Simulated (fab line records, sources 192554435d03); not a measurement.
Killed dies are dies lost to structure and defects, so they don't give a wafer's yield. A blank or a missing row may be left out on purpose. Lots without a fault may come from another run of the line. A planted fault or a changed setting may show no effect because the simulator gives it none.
A struck lot beside a sound one | flow n5_finfet | 20 steps out of a route of 1938
Sound: wafers L569.3, L569.4, L569.5. Struck: wafer L564.3. (L564.1, L564.2 of the same lot were not struck and are left out.) The cause comes at the end.
At each step with rows: each side's tool, then ch and its chambers, then its first start. Under that, the readings that differ: sound wafers | struck wafers | difference of the means | sigmas: that difference in standard deviations of wafers without a fault.
alike: readings whose means differ by less than 2 such deviations, and words and numbers that are the same on both sides. not compared: withheld readings, readings that some wafer has no value for, bounds like >300 that may hide the same value, and numbers for which the record gives no deviation and whose values overlap.
The two part at a step that has a row with sigmas, a row that says differs or no value, or rows on one side only. Numbers that don't overlap but have no deviation are shown without sigmas and don't part them. A reading that every wafer of one side lacks parts them only if that side has two wafers or more.

first, 9 steps without rows for these wafers: N5_FIN_SAQP_EBR_12; N5_FIN_SAQP_SOFTBAKE_11 (time 60 s); N5_FIN_SAQP_EXPOSE_13 (exposes mask FIN CORE, target cd 35.6 nm); N5_FIN_SAQP_PEB_14 (peb time 60 s); N5_FIN_SAQP_DEVELOP_15 (develop time 30 s); N5_FIN_SAQP_DESCUM_21 (chemistry O2, time 7.9 s); N5_FIN_SAQP_ETCH_51 (etches SiARC in CF4, target depth 45.5 nm, time 75.8 s); N5_FIN_SAQP_ETCH_52 (etches SOC in N2/H2, target depth 100 nm, overetch 20 nm, time 150 s); N5_FIN_SAQP_STRIP_53 (strips in N2/H2).
N5_FIN_SAQP_HM_OPEN_73: chemistry CHF3/O2, target SiO2, stops on a-Si, target depth 12 nm, time 16.8 s.
  sound on rie_diel-03 ch 0,1,3, day 6 15:46; struck on rie_diel-05 ch 3, day 5 10:35
  reading                                     | sound             | struck | difference | sigmas
  oes_product_au (a.u.)                       | 0.55 0.48 0.47    | 0.39   | -0.11      | -3
  over_etch_frac                              | 1.8 1.8 1.8       | 3.4501 | +1.6501    |
  model.SOC_of_FIN_SAQP_COAT_49.thk_nm (nm)   | 100.5 100.5 100.5 | 92.67  | -7.83      |
  model.SiARC_of_FIN_SAQP_COAT_50.thk_nm (nm) | 5.026 5.131 5.241 | 0      | -5         |
  model.a-Si_of_FIN_SAQP_PECVD_06.thk_nm (nm) | 59.27 60.23 60.53 | 55.86  | -4.15      |
  alike: drypump_motor_current_A, oes_f_703_au, rf_vpp_V, showerhead_plenum_p_Torr, throttle_valve_pct
  not compared: rf_hours_counter_h
then, 1 step without rows for these wafers: N5_FIN_SAQP_STRIP_74 (strips in CHF3/O2).
N5_FIN_SAQP_MANDREL_ETCH_22: etches a-Si in HBr/Cl2, stops on SiNx, target depth 60 nm, bt time 10 s, time 30 s.
  sound on rie_si-04 ch 0,3, day 6 15:52; struck on rie_si-04 ch 1, day 5 10:41
  reading                                   | sound             | struck | difference | sigmas
  oes_product_au (a.u.)                     | 0.776 0.776 0.772 | 0.736  | -0.039     | -3
  throttle_valve_pct (%)                    | 35.13 35.13 35.12 | 35.73  | +0.60      | +2
  model.SOC_of_FIN_SAQP_COAT_49.thk_nm (nm) | 76.37 76.62 76.73 | 68.67  | -7.90      |
  model.etch.depth_nm (nm)                  | 59.27 60.23 60.53 | 55.86  | -4.15      |
  alike: drypump_motor_current_A
  not compared: rf_hours_counter_h
then, 5 steps without rows for these wafers: N5_FIN_SAQP_STRIP_55 (strips in N2/H2); N5_FIN_SAQP_STRIP_23 (strips in SPM, time 750 s); N5_FIN_SAQP_SRD_66 (time 30 s); N5_FIN_SAQP_RECESS_75 (chemistry HF/NH3, target SiO2, target depth 14.4 nm, afs cycles 3, sublimation time 60 s); N5_FIN_SAQP_SPACER1_ALD_24 (deposits SiO2, target thk 20.3 nm, pulse time 1 s, purge time 2 s).
N5_FIN_SAQP_SPACER1_ETCHBACK_25: etches SiO2 in CHF3/O2, target depth 24.4 nm, time 12.2 s.
  sound on rie_diel-01 ch 0,3, day 6 17:24; struck on rie_diel-05 ch 3, day 5 12:41
  reading                                     | sound             | struck | difference | sigmas
  rf_vpp_V (V)                                | 527 525 527       | 517    | -9         | -2
  throttle_valve_pct (%)                      | 18.69 18.55 18.70 | 19.01  | +0.36      | +2
  model.a-Si_of_FIN_SAQP_PECVD_06.thk_nm (nm) | 58.4 59.4 59.6    | 55     | -4         |
  alike: drypump_motor_current_A, oes_f_703_au, oes_product_au, showerhead_plenum_p_Torr
  not compared: rf_hours_counter_h
then, 1 step without rows for these wafers: N5_FIN_SAQP_MANDREL1_REMOVE_56 (chemistry HBr/Cl2/O2, target a-Si, stops on SiNx, bt time 10 s).
-- the record jumps here: 6 days lie between the struck wafers' starts before and after (it left off in module FIN_SAQP and takes up again in module BEOL_M4, whose first step shown is number 1111 of the route) --
N5_BEOL_M4_RC_MEAS_101:
  sound on prober-02 ch 0, day 12 21:16; struck on prober-01 ch 0, day 11 13:05
  reading        | sound             | struck | difference | sigmas
  DIBL_P (mV/V)  | 36.8 36.5 36.8    | 32.4   | -4.3       | -3
  IOFF_P (nA/um) | 0.197 0.206 0.217 | 0.148  | -0.059     | -2
  alike: DIBL_N, IOFF_N, ION_N, ION_P, SS_N, SS_P, VT_N, VT_P

WHERE THEY PART
First at N5_FIN_SAQP_HM_OPEN_73; last, within this record, at N5_BEOL_M4_RC_MEAS_101.

WHY: what the simulator had put in
Process parameter drift: rie_diel-05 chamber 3, from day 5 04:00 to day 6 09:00, at N5_FIN_SAQP_HM_OPEN_73. Setting over_etch_frac, moved by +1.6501, from 1.8. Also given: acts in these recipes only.
